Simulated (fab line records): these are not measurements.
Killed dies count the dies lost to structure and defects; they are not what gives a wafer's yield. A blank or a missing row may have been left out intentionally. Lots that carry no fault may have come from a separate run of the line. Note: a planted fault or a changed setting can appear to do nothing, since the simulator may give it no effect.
fab line records + flow nand-harc
[record]
- lots = 6
- wafers = 17
- last-day = 24
route steps=1159 shown A_STAIRCASE@607 END@1159
lots with no fault: from the same line, run without faults
start-h: start of the lot's first displayed wafer, in hours after the record's first day + wait-h: hours elapsed since this lot's preceding step + " unchanged from the row above + L1.1+2: a row that stands for several wafers + - no value present, or no start provided + * or withheld: withheld + < > ~ a bound
route shown NAME@n: NAME is a module with steps in the file, n the number in the route of the first one + usual: the fault-free wafers' mean and standard deviation + same: alike in all rows + chamber/n: place in a boat + sites: each site's reading + _std_site: the values' standard deviation + _edge_site: inner sites' mean taken away from outer sites' mean + radius-mm: how far each site lies from the wafer's centre + mask NAME#n: copy n + behind: the tool/chamber that last shaped the wafer + hold: reason for holding the lot/hours on hold/outcome of the hold + device: which transistor (n, p or np) failed to switch + end of line: tests run on the same wafers once the route is complete + a step given without rows: its recipe and nothing more + killed: dies lost to structure and defects at the first sort, not the wafer's yield + map: the dies of a wafer, with x for killed, . for not killed, _ for no die there
set.NAME: the run value of the setting; set.NAME@STEP: its run value at that earlier step + model.NAME: the simulator's own value behind a step, which no gauge read
lots seen at some steps along the route; tables by step, rows by wafer
services: when a tool's chamber went out of use (start-h, in hours from the record's first day, below 0 if earlier), for how many hours, and the reason
[[steps]]
[step NHARC_A_STAIRCASE_EBR_213]
[step NHARC_A_STAIRCASE_EXPOSE_214]
[recipe]
- na = 0.5
- dose-mj = 31.26
- mask-id = STAIR_3
[step NHARC_A_STAIRCASE_PEB_215]
[recipe]
- peb-temp-c = 115
- peb-time-s = 130
[step NHARC_A_STAIRCASE_DEVELOP_216]
[recipe]
- time-s = 140
[step NHARC_A_STAIRCASE_HARDBAKE_218]
[recipe]
- temp-c = 120
- time-s = 140
[step NHARC_A_STAIRCASE_DESCUM_219]
[recipe]
- time-s = 3
- o2-flow-sccm = 200
- ar-flow-sccm = 0
- bias-power-w = 0
- chemistry = O2
[step NHARC_A_STAIRCASE_TRIM_220]
[recipe]
- time-s = 211.2
- o2-flow-sccm = 500
- ar-flow-sccm = 0
- bias-w = 0
- chemistry = O2
[usual]
- drypump-motor-current-A = 5.75/0.26
- oes-product-au = 1.000/0.0094
- rf-vpp-V = 57.6/0.9
- showerhead-plenum-p-Torr = 3.44/0.13
- throttle-valve-pct = 17.036/0.0088
| lot.wafer | tool        | chamber | start-h | wait-h | drypump-motor-current-A | oes-product-au | rf-hours-counter-h | rf-vpp-V | showerhead-plenum-p-Torr | throttle-valve-pct |
|-----------|-------------|---------|---------|--------|-------------------------|----------------|--------------------|----------|--------------------------|--------------------|
| L710.1    | rie-diel-11 | 3       | 292.37  | 0.1    | 5.39                    | 0.986          | 28                 | 57.5     | 3.66                     | 17.031             |
| L710.5    | "           | 0       | "       | "      | 6.15                    | 1.007          | -                  | 58.2     | 3.37                     | 17.038             |
| L710.6    | "           | 1       | "       | "      | 5.65                    | 0.989          | -                  | 57.1     | 3.33                     | 17.034             |
| L711.1    | rie-diel-11 | 2       | 293.03  | 0.2    | 5.98                    | 0.990          | 33                 | 57.6     | 3.37                     | 17.037             |
| L711.2    | "           | 1       | "       | "      | 5.62                    | 0.992          | 30                 | 56.8     | 3.33                     | 17.030             |
| L711.5    | "           | 3       | "       | "      | 5.39                    | 0.986          | -                  | 56.7     | 3.66                     | 17.027             |
| L720.1    | rie-diel-11 | 1       | 344.50  | 0.1    | 5.67                    | 0.998          | 51                 | 58.1     | 3.32                     | 17.024             |
| L720.6    | "           | 0       | "       | "      | 6.14                    | 1.012          | -                  | 57.8     | 3.36                     | 17.021             |
| L723.4    | rie-diel-11 | 3       | 355.36  | 0.2    | 5.39                    | 1.001          | 41                 | 60.2     | 3.66                     | 17.041             |
| L723.6    | "           | 0       | "       | "      | 6.12                    | 1.017          | -                  | 57.6     | 3.36                     | 17.052             |
| L723.5    | "           | 1       | "       | "      | 5.66                    | 0.993          | -                  | 57.5     | 3.31                     | 17.023             |
| L725.2    | rie-diel-05 | 0       | 376.94  | 0.1    | 5.62                    | 1.009          | 10                 | 56.2     | 3.37                     | 17.028             |
| L725.4    | "           | 1       | "       | "      | 5.72                    | 0.991          | 9                  | 57.5     | 3.59                     | 17.038             |
| L725.6    | "           | 3       | "       | "      | 5.55                    | 1.009          | -                  | 57.0     | 3.64                     | 17.021             |
| L726.3    | rie-diel-05 | 0       | 390.63  | 0.1    | 5.62                    | 1.007          | 14                 | 58.1     | 3.37                     | 17.043             |
| L726.2    | "           | 2       | "       | "      | 5.49                    | 1.000          | 13                 | 58.4     | 3.56                     | 17.041             |
| L726.4    | "           | 1       | "       | "      | 5.71                    | 0.984          | -                  | 57.9     | 3.59                     | 17.028             |
[step NHARC_A_STAIRCASE_ETCH_221]
[recipe]
- target-depth-a = 1000
- time-s = 40.5
- ion-energy-ev = 400
- c4f8-flow-sccm = 20
- o2-flow-sccm = 10
- ar-flow-sccm = withheld
- rf-w = 600
- bias-w = 1000
- chemistry = C4F8/O2
[usual]
- oes-product-au = 0.934/0.016
- rf-vpp-V = 893/4.8
- run-length-s = 61.8/0.43
| lot.wafer | tool        | chamber | start-h | wait-h | oes-product-au | rf-hours-counter-h | rf-vpp-V | run-length-s |
|-----------|-------------|---------|---------|--------|----------------|--------------------|----------|--------------|
| L710.1    | rie-diel-11 | 3       | -       | -      | 0.916          | 28                 | 901      | 61.3         |
| L710.6    | "           | 0       | "       | "      | 0.932          | -                  | 890      | 61.4         |
| L710.5    | "           | 1       | "       | "      | 0.930          | -                  | 889      | 62.0         |
| L711.2    | rie-diel-11 | 2       | -       | -      | 0.925          | 34                 | 890      | 62.7         |
| L711.1    | "           | 1       | "       | "      | 0.918          | 30                 | 887      | 62.1         |
| L711.5    | "           | 3       | "       | "      | 0.913          | -                  | 902      | 61.4         |
| L720.1    | rie-diel-11 | 1       | -       | -      | 0.917          | 52                 | 886      | 61.9         |
| L720.6    | "           | 2       | "       | "      | 0.918          | -                  | 891      | 62.0         |
| L723.4    | rie-diel-11 | 0       | -       | -      | 0.943          | 56                 | 890      | 61.4         |
| L723.5    | "           | 3       | "       | "      | 0.920          | -                  | 901      | 61.8         |
| L723.6    | "           | 0       | "       | "      | 0.945          | -                  | 889      | 61.8         |
| L725.4    | rie-diel-05 | 3       | -       | -      | 0.949          | 10                 | 901      | 61.1         |
| L725.2    | "           | 0       | "       | "      | 0.964          | 10                 | 890      | 61.2         |
| L725.6    | "           | 2       | "       | "      | 0.943          | -                  | 898      | 61.4         |
| L726.2    | rie-diel-05 | 0       | -       | -      | 0.934          | 14                 | 890      | 61.2         |
| L726.3    | "           | 2       | "       | "      | 0.933          | 13                 | 896      | 61.3         |
| L726.4    | "           | 2       | "       | "      | 0.931          | -                  | 897      | 61.2         |
[step NHARC_A_STAIRCASE_TRIM_222]
[recipe]
- time-s = 211.2
- o2-flow-sccm = 500
- ar-flow-sccm = 0
- bias-w = 0
- chemistry = O2
[usual]
- drypump-motor-current-A = 5.74/0.27
- oes-product-au = 1.000/0.011
- rf-vpp-V = 57.6/0.95
- showerhead-plenum-p-Torr = 3.44/0.13
- throttle-valve-pct = 17.037/0.0087
| lot.wafer | tool        | chamber | start-h | wait-h | drypump-motor-current-A | oes-product-au | rf-hours-counter-h | rf-vpp-V | showerhead-plenum-p-Torr | throttle-valve-pct |
|-----------|-------------|---------|---------|--------|-------------------------|----------------|--------------------|----------|--------------------------|--------------------|
| L710.1    | rie-diel-11 | 0       | -       | -      | 6.13                    | 1.008          | 27                 | 57.2     | 3.37                     | 17.026             |
| L710.6    | "           | 2       | "       | "      | 5.95                    | 0.996          | -                  | 57.1     | 3.37                     | 17.027             |
| L710.5    | "           | 3       | "       | "      | 5.39                    | 0.989          | -                  | 58.7     | 3.66                     | 17.034             |
| L711.2    | rie-diel-11 | 1       | -       | -      | 5.63                    | 0.991          | 31                 | 56.9     | 3.33                     | 17.023             |
| L711.1    | "           | 2       | "       | "      | 5.98                    | 0.994          | 34                 | 58.6     | 3.37                     | 17.052             |
| L711.5    | "           | 1       | "       | "      | 5.65                    | 0.997          | -                  | 57.0     | 3.33                     | 17.033             |
| L720.1    | rie-diel-11 | 0       | -       | -      | 6.15                    | 1.013          | 49                 | 58.4     | 3.36                     | 17.057             |
| L720.6    | "           | 2       | "       | "      | 5.97                    | 0.994          | -                  | 55.9     | 3.36                     | 17.028             |
| L723.4    | rie-diel-11 | 1       | -       | -      | 5.62                    | 1.005          | 58                 | 56.8     | 3.31                     | 17.038             |
| L723.6    | "           | 2       | "       | "      | 5.98                    | 0.993          | -                  | 57.7     | 3.35                     | 17.034             |
| L723.5    | "           | 3       | "       | "      | 5.38                    | 0.992          | -                  | 59.5     | 3.66                     | 17.033             |
| L725.4    | rie-diel-05 | 1       | -       | -      | 5.71                    | 1.001          | 9                  | 58.1     | 3.59                     | 17.026             |
| L725.2    | "           | 2       | "       | "      | 5.53                    | 1.007          | 8                  | 57.6     | 3.56                     | 17.033             |
| L725.6    | "           | 3       | "       | "      | 5.54                    | 0.997          | -                  | 60.2     | 3.64                     | 17.027             |
| L726.3    | rie-diel-05 | 1       | -       | -      | 5.70                    | 0.978          | 13                 | 58.0     | 3.59                     | 17.039             |
| L726.2    | "           | 2       | "       | "      | 5.53                    | 1.004          | 13                 | 58.0     | 3.56                     | 17.033             |
| L726.4    | "           | 1       | "       | "      | 5.73                    | 0.996          | -                  | 57.3     | 3.59                     | 17.029             |
[step NHARC_A_STAIRCASE_ETCH_223]
[recipe]
- target-depth-a = 1000
- time-s = 40.5
- ion-energy-ev = 400
- c4f8-flow-sccm = 20
- o2-flow-sccm = 10
- ar-flow-sccm = withheld
- rf-w = 600
- bias-w = 1000
- chemistry = C4F8/O2
[usual]
- oes-product-au = 0.938/0.012
- rf-vpp-V = 893/4.9
- run-length-s = 61.8/0.41
| lot.wafer | tool        | chamber | start-h | wait-h | oes-product-au | rf-hours-counter-h | rf-vpp-V | run-length-s |
|-----------|-------------|---------|---------|--------|----------------|--------------------|----------|--------------|
| L710.1    | rie-diel-11 | 1       | -       | -      | 0.930          | 30                 | 889      | 62.3         |
| L710.5    | "           | 1       | "       | "      | 0.925          | -                  | 889      | 62.0         |
| L710.6    | "           | 2       | "       | "      | 0.916          | -                  | 891      | 61.9         |
| L711.1    | rie-diel-11 | 3       | -       | -      | 0.934          | 29                 | 900      | 61.3         |
| L711.2    | "           | 0       | "       | "      | 0.947          | 28                 | 889      | 61.4         |
| L711.5    | "           | 3       | "       | "      | 0.927          | -                  | 902      | 61.2         |
| L720.1    | rie-diel-11 | 0       | -       | -      | 0.940          | 50                 | 890      | 62.0         |
| L720.6    | "           | 0       | "       | "      | 0.932          | -                  | 892      | 62.2         |
| L723.4    | rie-diel-11 | 2       | -       | -      | 0.925          | 59                 | 888      | 62.1         |
| L723.5    | "           | 0       | "       | "      | 0.955          | -                  | 889      | 61.4         |
| L723.6    | "           | 1       | "       | "      | 0.932          | -                  | 887      | 62.0         |
| L725.4    | rie-diel-05 | 3       | -       | -      | 0.934          | 10                 | 898      | 61.6         |
| L725.2    | "           | 0       | "       | "      | 0.938          | 11                 | 890      | 61.2         |
| L725.6    | "           | 3       | "       | "      | 0.946          | -                  | 900      | 61.2         |
| L726.3    | rie-diel-05 | 2       | -       | -      | 0.932          | 13                 | 897      | 61.8         |
| L726.2    | "           | 0       | "       | "      | 0.938          | 15                 | 890      | 61.0         |
| L726.4    | "           | 0       | "       | "      | 0.933          | -                  | 890      | 61.3         |
[step NHARC_A_STAIRCASE_TRIM_224]
[recipe]
- time-s = 211.2
- o2-flow-sccm = 500
- ar-flow-sccm = 0
- bias-w = 0
- chemistry = O2
[step NHARC_A_STAIRCASE_ETCH_225]
[recipe]
- target-depth-a = 1000
- time-s = 40.5
- ion-energy-ev = 400
- c4f8-flow-sccm = 20
- o2-flow-sccm = 10
- ar-flow-sccm = withheld
- rf-w = 600
- bias-w = 1000
- chemistry = C4F8/O2
[usual]
- oes-product-au = 0.939/0.012
- rf-vpp-V = 893/4.8
- run-length-s = 61.7/0.41
| lot.wafer | tool        | chamber | start-h | wait-h | oes-product-au | rf-hours-counter-h | rf-vpp-V | run-length-s |
|-----------|-------------|---------|---------|--------|----------------|--------------------|----------|--------------|
| L710.1    | rie-diel-11 | 3       | 293.35  | -      | 0.922          | 29                 | 900      | 61.1         |
| L710.6    | "           | 0       | "       | "      | 0.942          | -                  | 891      | 61.4         |
| L710.5    | "           | 1       | "       | "      | 0.927          | -                  | 888      | 62.0         |
| L711.1    | rie-diel-11 | 2       | 293.91  | -      | 0.935          | 34                 | 891      | 61.9         |
| L711.2    | "           | 3       | "       | "      | 0.944          | 29                 | 902      | 61.3         |
| L711.5    | "           | 1       | "       | "      | 0.935          | -                  | 888      | 61.9         |
| L720.1    | rie-diel-11 | 0       | 345.71  | -      | 0.938          | 50                 | 889      | 49.1         |
| L720.6    | "           | 1       | "       | "      | 0.917          | -                  | 888      | 62.0         |
| L723.4    | rie-diel-11 | 0       | 356.04  | -      | 0.956          | 57                 | 888      | 61.7         |
| L723.5    | "           | 0       | "       | "      | 0.958          | -                  | 888      | 49.3         |
| L723.6    | "           | 1       | "       | "      | 0.933          | -                  | 889      | 61.8         |
| L725.2    | rie-diel-05 | 3       | 377.54  | -      | 0.937          | 11                 | 901      | 61.2         |
| L725.4    | "           | 0       | "       | "      | 0.945          | 11                 | 890      | 61.3         |
| L725.6    | "           | 2       | "       | "      | 0.945          | -                  | 898      | 61.4         |
| L726.2    | rie-diel-05 | 1       | 391.52  | -      | 0.924          | 13                 | 898      | 62.5         |
| L726.3    | "           | 2       | "       | "      | 0.933          | 14                 | 896      | 61.3         |
| L726.4    | "           | 1       | "       | "      | 0.932          | -                  | 898      | 62.6         |
[step NHARC_A_STAIRCASE_TRIM_226]
[recipe]
- time-s = 211.2
- o2-flow-sccm = 500
- ar-flow-sccm = 0
- bias-w = 0
- chemistry = O2
[usual]
- drypump-motor-current-A = 5.75/0.26
- oes-product-au = 0.999/0.0093
- rf-vpp-V = 57.5/0.91
- showerhead-plenum-p-Torr = 3.44/0.13
- throttle-valve-pct = 17.037/0.0094
| lot.wafer | tool        | chamber | start-h | wait-h | drypump-motor-current-A | oes-product-au | rf-hours-counter-h | rf-vpp-V | showerhead-plenum-p-Torr | throttle-valve-pct |
|-----------|-------------|---------|---------|--------|-------------------------|----------------|--------------------|----------|--------------------------|--------------------|
| L710.1    | rie-diel-11 | 3       | -       | -      | 5.39                    | 0.992          | 29                 | 59.4     | 3.66                     | 17.043             |
| L710.5    | "           | 1       | "       | "      | 5.62                    | 0.997          | -                  | 57.6     | 3.33                     | 17.049             |
| L710.6    | "           | 2       | "       | "      | 5.95                    | 0.997          | -                  | 57.6     | 3.37                     | 17.019             |
| L711.1    | rie-diel-11 | 0       | -       | -      | 6.12                    | 1.005          | 28                 | 57.4     | 3.37                     | 17.043             |
| L711.2    | "           | 1       | "       | "      | 5.63                    | 0.995          | 31                 | 57.7     | 3.33                     | 17.041             |
| L711.5    | "           | 2       | "       | "      | 5.99                    | 1.002          | -                  | 59.2     | 3.37                     | 17.055             |
| L720.1    | rie-diel-11 | 0       | -       | -      | 6.13                    | 1.007          | 50                 | 57.4     | 3.36                     | 17.044             |
| L720.6    | "           | 1       | "       | "      | 5.60                    | 1.003          | -                  | 56.8     | 3.31                     | 17.045             |
| L723.4    | rie-diel-11 | 1       | -       | -      | 5.62                    | 0.989          | 59                 | 57.1     | 3.31                     | 17.040             |
| L723.5    | "           | 1       | "       | "      | 5.61                    | 0.999          | -                  | 56.4     | 3.31                     | 17.044             |
| L723.6    | "           | 2       | "       | "      | 5.98                    | 1.001          | -                  | 58.0     | 3.35                     | 17.054             |
| L725.4    | rie-diel-05 | 1       | -       | -      | 5.69                    | 0.980          | 9                  | 57.2     | 3.59                     | 17.062             |
| L725.2    | "           | 2       | "       | "      | 5.51                    | 1.008          | 9                  | 56.5     | 3.56                     | 17.026             |
| L725.6    | "           | 1       | "       | "      | 5.70                    | 0.995          | -                  | 57.0     | 3.59                     | 17.046             |
| L726.3    | rie-diel-05 | 1       | -       | -      | 5.71                    | 0.987          | 13                 | 57.2     | 3.59                     | 17.035             |
| L726.2    | "           | 2       | "       | "      | 5.51                    | 0.994          | 14                 | 57.8     | 3.56                     | 17.028             |
| L726.4    | "           | 0       | "       | "      | 5.63                    | 1.000          | -                  | 58.0     | 3.37                     | 17.020             |
[step NHARC_END_SORT_01]
[recipe]
- temp-c = 25
[usual]
- killed-at-array = 29/11
- killed-at-other = 0.7/1.1
- killed-at-periphery = 3.1/2
- killed-dies = 33/11
- killed-open = 3.5/1.8
- killed-short = 2.0/1.4
[same]
- gross-dies = 677
| lot.wafer | tool      | chamber | start-h | wait-h | killed-at-array | killed-at-other | killed-at-periphery | killed-dies | killed-open | killed-short |
|-----------|-----------|---------|---------|--------|-----------------|-----------------|---------------------|-------------|-------------|--------------|
| L710.1    | prober-02 | 0       | 499.68  | 2.6    | 27              | 0               | 6                   | 33          | 2           | 3            |
| L710.5    | prober-02 | 0       | 502.87  | 3.7    | 28              | 0               | 4                   | 32          | 4           | 1            |
| L710.6    | prober-02 | 0       | 503.67  | 4.0    | 24              | 0               | 6                   | 30          | 6           | 1            |
| L720.1    | prober-01 | 0       | 554.44  | 2.5    | 676             | 0               | 1                   | 677         | 5           | 1            |
| L720.6    | prober-01 | 0       | 558.45  | 4.0    | 44              | 0               | 0                   | 44          | 3           | 1            |
| L723.4    | prober-01 | 0       | 564.64  | 3.4    | 36              | 1               | 3                   | 40          | 4           | 3            |
| L723.5    | prober-01 | 0       | 565.45  | 3.7    | 675             | 1               | 1                   | 677         | 2           | 1            |
| L723.6    | prober-01 | 0       | 566.25  | 4.0    | 40              | 0               | 4                   | 44          | 3           | 7            |
// killed by level:class
L710.1 A_SLIT:chamber-film-flake=9 A_CONTACT:chamber-film-flake=6 P_M2:chamber-film-flake=3 A_CHANNEL_HOLE_D1:chamber-film-flake=3 A_STAIRCASE:chamber-film-flake=3 P_GATE:chamber-film-flake=2 P_CONTACT:geometric-particle:open=1 A_SGD_CUT:geometric-particle:short=1
L710.5 A_SLIT:chamber-film-flake=11 A_STAIRCASE:chamber-film-flake=6 A_CONTACT:chamber-film-flake=4 P_M2:chamber-film-flake=3 P_CONTACT:geometric-particle:open=1 A_ONON_D1:geometric-particle:open=1 A_CHANNEL_FILL_D1:geometric-particle:open=1 A_WL_FILL:geometric-particle:open=1
L710.6 A_SLIT:chamber-film-flake=9 A_CONTACT:geometric-particle:open=3 P_M2:chamber-film-flake=3 A_CHANNEL_HOLE_D1:chamber-film-flake=3 A_STAIRCASE:chamber-film-flake=2 A_CONTACT:chamber-film-flake=2 P_M1:geometric-particle:open=1 A_ONON_D1:geometric-particle:open=1
L720.1 A_STAIRCASE:area-etch=640 A_CHANNEL_HOLE_D1:chamber-film-flake=12 A_SLIT:chamber-film-flake=11 A_STAIRCASE:chamber-film-flake=6 A_ONON_D1:geometric-particle:open=3 A_CONTACT:geometric-particle:open=2 A_CHANNEL_HOLE_D1:geometric-particle:short=1 P_ZERO_WELL:chamber-film-flake=1
L720.6 A_CHANNEL_HOLE_D1:chamber-film-flake=20 A_SLIT:chamber-film-flake=13 A_CONTACT:chamber-film-flake=3 A_STAIRCASE:chamber-film-flake=2 A_WL_FILL:chamber-film-flake=2 A_ONON_D1:geometric-particle:open=1 A_ONON_D1:geometric-particle:short=1 A_CHANNEL_FILL_D1:geometric-particle:open=1
L723.4 A_CHANNEL_HOLE_D1:chamber-film-flake=23 A_CONTACT:chamber-film-flake=4 A_STAIRCASE:chamber-film-flake=3 A_CONTACT:geometric-particle:open=2 P_CONTACT:geometric-particle:open=1 P_M0:geometric-particle:short=1 A_ONON_D1:geometric-particle:open=1 A_SGD_CUT:geometric-particle:short=1
L723.5 A_STAIRCASE:area-etch=648 A_CHANNEL_HOLE_D1:chamber-film-flake=22 A_CONTACT:chamber-film-flake=3 P_GATE:geometric-particle:open=1 A_CONTACT:geometric-particle:short=1 A_BLC:geometric-particle:open=1 THIN_TSV:chamber-film-flake=1
L723.6 A_CHANNEL_HOLE_D1:chamber-film-flake=22 A_CONTACT:chamber-film-flake=9 A_CHANNEL_FILL_D1:geometric-particle:short=2 A_WL_FILL:geometric-particle:short=2 A_STAIRCASE:chamber-film-flake=2 P_CONTACT:geometric-particle:short=1 P_CONTACT:geometric-particle:open=1 P_M0:geometric-particle:open=1
// map L720.1 (x killed, . not)
____________x____________
_________xxxxxxx_________
_______xxxxxxxxxxx_______
______xxxxxxxxxxxxx______
_____xxxxxxxxxxxxxxx_____
____xxxxxxxxxxxxxxxxx____
____xxxxxxxxxxxxxxxxx____
___xxxxxxxxxxxxxxxxxxx___
___xxxxxxxxxxxxxxxxxxx___
__xxxxxxxxxxxxxxxxxxxxx__
__xxxxxxxxxxxxxxxxxxxxx__
_xxxxxxxxxxxxxxxxxxxxxxx_
_xxxxxxxxxxxxxxxxxxxxxxx_
_xxxxxxxxxxxxxxxxxxxxxxx_
_xxxxxxxxxxxxxxxxxxxxxxx_
_xxxxxxxxxxxxxxxxxxxxxxx_
xxxxxxxxxxxxxxxxxxxxxxxxx
xxxxxxxxxxxxxxxxxxxxxxxxx
xxxxxxxxxxxxxxxxxxxxxxxxx
xxxxxxxxxxxxxxxxxxxxxxxxx
xxxxxxxxxxxxxxxxxxxxxxxxx
_xxxxxxxxxxxxxxxxxxxxxxx_
_xxxxxxxxxxxxxxxxxxxxxxx_
_xxxxxxxxxxxxxxxxxxxxxxx_
_xxxxxxxxxxxxxxxxxxxxxxx_
_xxxxxxxxxxxxxxxxxxxxxxx_
__xxxxxxxxxxxxxxxxxxxxx__
__xxxxxxxxxxxxxxxxxxxxx__
___xxxxxxxxxxxxxxxxxxx___
___xxxxxxxxxxxxxxxxxxx___
____xxxxxxxxxxxxxxxxx____
____xxxxxxxxxxxxxxxxx____
_____xxxxxxxxxxxxxxx_____
______xxxxxxxxxxxxx______
_______xxxxxxxxxxx_______
_________xxxxxxx_________
____________x____________
// map L723.5 (x killed, . not)
____________x____________
_________xxxxxxx_________
_______xxxxxxxxxxx_______
______xxxxxxxxxxxxx______
_____xxxxxxxxxxxxxxx_____
____xxxxxxxxxxxxxxxxx____
____xxxxxxxxxxxxxxxxx____
___xxxxxxxxxxxxxxxxxxx___
___xxxxxxxxxxxxxxxxxxx___
__xxxxxxxxxxxxxxxxxxxxx__
__xxxxxxxxxxxxxxxxxxxxx__
_xxxxxxxxxxxxxxxxxxxxxxx_
_xxxxxxxxxxxxxxxxxxxxxxx_
_xxxxxxxxxxxxxxxxxxxxxxx_
_xxxxxxxxxxxxxxxxxxxxxxx_
_xxxxxxxxxxxxxxxxxxxxxxx_
xxxxxxxxxxxxxxxxxxxxxxxxx
xxxxxxxxxxxxxxxxxxxxxxxxx
xxxxxxxxxxxxxxxxxxxxxxxxx
xxxxxxxxxxxxxxxxxxxxxxxxx
xxxxxxxxxxxxxxxxxxxxxxxxx
_xxxxxxxxxxxxxxxxxxxxxxx_
_xxxxxxxxxxxxxxxxxxxxxxx_
_xxxxxxxxxxxxxxxxxxxxxxx_
_xxxxxxxxxxxxxxxxxxxxxxx_
_xxxxxxxxxxxxxxxxxxxxxxx_
__xxxxxxxxxxxxxxxxxxxxx__
__xxxxxxxxxxxxxxxxxxxxx__
___xxxxxxxxxxxxxxxxxxx___
___xxxxxxxxxxxxxxxxxxx___
____xxxxxxxxxxxxxxxxx____
____xxxxxxxxxxxxxxxxx____
_____xxxxxxxxxxxxxxx_____
______xxxxxxxxxxxxx______
_______xxxxxxxxxxx_______
_________xxxxxxx_________
____________x____________
[[services]]
| tool        | chamber | start-h | hours | kind       |
|-------------|---------|---------|-------|------------|
| rie-diel-11 | 0       | 272.77  | -     | clean      |
| rie-diel-11 | 1       | 272.77  | -     | clean      |
| rie-diel-11 | 2       | 272.77  | -     | clean      |
| rie-diel-11 | 3       | 272.77  | -     | clean      |
| rie-diel-11 | 3       | 278.25  | 3.4   | repair     |
| rie-diel-05 | 0       | 294.72  | 5.7   | repair     |
| rie-diel-11 | 0       | 297.27  | -     | clean      |
| rie-diel-11 | 1       | 297.27  | -     | clean      |
| rie-diel-11 | 2       | 297.27  | -     | clean      |
| rie-diel-11 | 3       | 297.27  | -     | clean      |
| rie-diel-05 | 1       | 305.50  | 14.4  | repair     |
| rie-diel-11 | 3       | 319.62  | 27.1  | repair     |
| rie-diel-11 | 2       | 319.79  | 1.4   | repair     |
| rie-diel-11 | 0       | 322.10  | -     | clean      |
| rie-diel-11 | 1       | 322.10  | -     | clean      |
| rie-diel-11 | 2       | 322.10  | -     | clean      |
| rie-diel-11 | 0       | 346.72  | -     | clean      |
| rie-diel-11 | 1       | 346.72  | -     | clean      |
| rie-diel-11 | 2       | 346.72  | -     | clean      |
| rie-diel-05 | -       | 352.65  | 0.9   | repair     |
| rie-diel-11 | -       | 367.18  | 9.0   | pm         |
| rie-diel-11 | 0       | 367.18  | 9.0   | vent-cycle |
| rie-diel-11 | 1       | 367.18  | 9.0   | vent-cycle |
| rie-diel-05 | 3       | 381.74  | 12.5  | repair     |
[[key]]
[first-sign]
- step = NHARC_A_STAIRCASE_ETCH_225
- reading = run-length-s
- direction = down
- sigmas = 30
- usual = *
- struck = *
[effect]
- step = NHARC_END_SORT_01
- reading = killed-dies
- direction = up
- sigmas = 61
- usual = 33
- struck = 677
[more-kills-born-at]
- NHARC_A_STAIRCASE_ETCH_225@rie-diel-11 = 1288
met-at NHARC_A_STAIRCASE_ETCH_225
struck-wafers L720.1,L723.5
later-rows-left-out L720.1,L723.5
tester-left-out L720,L723
onset-between 293.91 345.71
[fault]
- kind = process-parameter-drift
- tool = rie-diel-11
- chamber = -
- onset-h = 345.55
- steps = NHARC_A_STAIRCASE_ETCH_225
- channel = time-s
- offset = *
- shape = step
- end-h = 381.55
- scope = struck-wafers-only
- acts-in = *
- stated = *
// tester-left-out: of these lots the tester's yield and bins aren't shown, on N5 and GAA mostly nor the transistor test; their killed dies are dies lost to structure and defects alone, not to doping, threshold or leakage, so they don't give the yield
// later-rows-left-out: the simulator's readings of these wafers behind a module that went badly wrong aren't trusted and aren't shown, but for the sort
